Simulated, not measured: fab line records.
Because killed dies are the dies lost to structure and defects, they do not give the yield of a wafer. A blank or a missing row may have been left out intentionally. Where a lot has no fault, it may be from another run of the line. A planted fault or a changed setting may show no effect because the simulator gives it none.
A struck lot beside a sound one | flow nandHarc | 15 steps out of a route of 1302
Sound: wafers L466.2, L466.3, L466.5. The struck wafers were L459.2, L459.5, L459.6. The cause comes at the end.
Per side, at each step with rows, come the tool, then ch with its chambers, and then its first start. Under that, the readings that differ: sound wafers | struck wafers | difference of the means | sigmas: that difference in standard deviations of wafers without a fault.
alike: same words and numbers on both sides, and readings whose means sit less than 2 such deviations apart. not compared: any withheld reading, any reading some wafer has no value for, any bound like >300 that may hide the same value, and any number with overlapping values for which the record gives no deviation.
Wherever a step has rows on one side only, a row that says differs or no value, or a row with sigmas, the two part there. When numbers do not overlap yet have no deviation, they are printed without sigmas and do not part them. Lack of a reading on every wafer of one side parts them only where that side has two or more wafers.

first, 7 steps without rows for these wafers: NHARC_A_CONTACT_COAT_62 (time 65 s); NHARC_A_CONTACT_COAT_63 (resist thk 90 nm); NHARC_A_CONTACT_SOFTBAKE_64 (time 55 s); NHARC_A_CONTACT_EBR_65; NHARC_A_CONTACT_EXPOSE_66 (exposes mask A CC 2); NHARC_A_CONTACT_PEB_67 (peb time 65 s); NHARC_A_CONTACT_DEVELOP_68 (develop time 35 s).
NHARC_A_CONTACT_CD_MEAS_69 targets a cd of 300 nm.
  sound on cdSem-02 ch 0, day 30 03:41; struck on cdSem-01 ch 0, day 27 08:15
  alike: cdNm
NHARC_A_CONTACT_OVL_MEAS_70:
  sound on overlay-01 at day 30 03:48; struck on overlay-01 at day 27 08:20
reading         | sound       | struck         | difference | sigmas
overlayXNm (nm) | 0.5 0.6 0.3 | -2.3 -2.5 -2.2 | -2.8       | -3
  alike: overlayYNm
NHARC_A_CONTACT_INSPECT_71:
  sound on defectInspect-02 at day 30 03:50; struck on defectInspect-02 at day 27 08:22
  alike: rawDefectCount
NHARC_A_CONTACT_DESCUM_74: chemistry O2, time 3 s.
  sound on rieDiel-08 ch 2,3, day 30 03:54; struck on rieDiel-12 ch 0,1,3, day 27 08:28
  alike: drypumpMotorCurrentA, oesProductAu, rfVppV, showerheadPlenumPTorr, throttleValvePct
  not compared: rfHoursCounterH
NHARC_A_CONTACT_ETCH_75: etches the open film in CF4, target depth 39 nm, time 65 s.
  sound on rieDiel-08 ch 0,1,2, day 30 03:59; struck on rieDiel-12 ch 0,1, day 27 08:32
reading             | sound             | struck            | difference | sigmas
oesProductAu (a.u.) | 1.013 1.018 1.009 | 0.984 0.987 0.992 | -0.026     | -2
  alike: biasW, cf4FlowSccm, drypumpMotorCurrentA, rfVppV, showerheadPlenumPTorr, throttleValvePct
  not compared: rfHoursCounterH
NHARC_A_CONTACT_ETCH_76: etches the open film in N2/H2, target depth 260 nm, time 475.3 s.
  sound on rieDiel-08 ch 0,1, day 30 04:04; struck on rieDiel-12 ch 0,3, day 27 08:39
  no value came back on the struck wafers for any of 7 readings (biasW (W), chamberPressureMTorr (mTorr) and others); on the sound wafers biasW (W) reads 149.8 149.4 150.3
  not compared: rfHoursCounterH
NHARC_A_CONTACT_ETCH_77: etches the open film in CF4/CHF3, target depth 108.9 nm, time 54.5 s.
  sound on rieDiel-08 ch 1,2,3; struck on rieDiel-12 ch 0,1,2
  alike: biasW, cf4FlowSccm, drypumpMotorCurrentA, oesProductAu, rfVppV, showerheadPlenumPTorr, throttleValvePct
  not compared: rfHoursCounterH
-- record jumps: 3 days between struck wafers' starts before vs after; left off in module A_CONTACT, resumes in module END, first step shown is number 1302 of the route --
NHARC_END_SORT_01:
  at this point the record logs the struck wafers (prober-01 ch 0, day 29 21:56) and has no rows for the sound ones

WHERE THEY PART
At NHARC_A_CONTACT_OVL_MEAS_70 first; at NHARC_END_SORT_01 last (within this record only).

WHY: whatever the simulator had introduced
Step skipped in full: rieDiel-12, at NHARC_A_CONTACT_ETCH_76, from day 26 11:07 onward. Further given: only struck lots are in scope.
